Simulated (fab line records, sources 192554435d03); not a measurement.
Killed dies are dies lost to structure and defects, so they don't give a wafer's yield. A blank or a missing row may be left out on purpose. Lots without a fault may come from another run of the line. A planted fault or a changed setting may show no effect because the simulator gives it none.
Chamber matching | flow n5_finfet | N5_BEOL_M2_STRIP_66 on rie_diel-01: 4 sister chambers
The step strips in CF4. 4 wafers are shown with their chamber, then 7 later ones without.

WAFERS WITH THEIR CHAMBER
wafer  | chamber | showerhead_plenum_p_Torr (Torr)
L084.3 | 0       | 1.73
L087.5 | 2       | 1.83
L088.2 | 1       | 1.76
L088.3 | 3       | 1.64

WAFERS WITHOUT THEIR CHAMBER
wafer  | showerhead_plenum_p_Torr (Torr)
L088.6 | 1.64
L091.2 | 1.76
L091.5 | 1.83
L091.6 | 1.64
L095.2 | 1.72
L095.5 | 1.72
L095.6 | 1.64

WHICH CHAMBER EACH WENT THROUGH
wafer  | from the rows above | in truth
L088.6 | 3                   | 3
L091.2 | 1                   | 1
L091.5 | 2                   | 2
L091.6 | 3                   | 3
L095.2 | 0                   | 0
L095.5 | 0                   | 0
L095.6 | 3                   | 3
Placed correctly: 7 of 7. Can't be placed from these rows: 0. Placed wrongly: 0.
How it was worked out, from the rows above alone: a wafer's distance from a chamber is the root of the sum, over the readings, of the square of ((its reading less the chamber's mean) divided by the reading's scatter). The wafer belongs to the nearest chamber; if the next one is less than 2 further off, it can't be placed. A chamber's mean is the mean of its shown wafers. The scatter: with one shown wafer a chamber, the root of the mean of the squares of how far each hidden wafer lies from its nearest shown one.
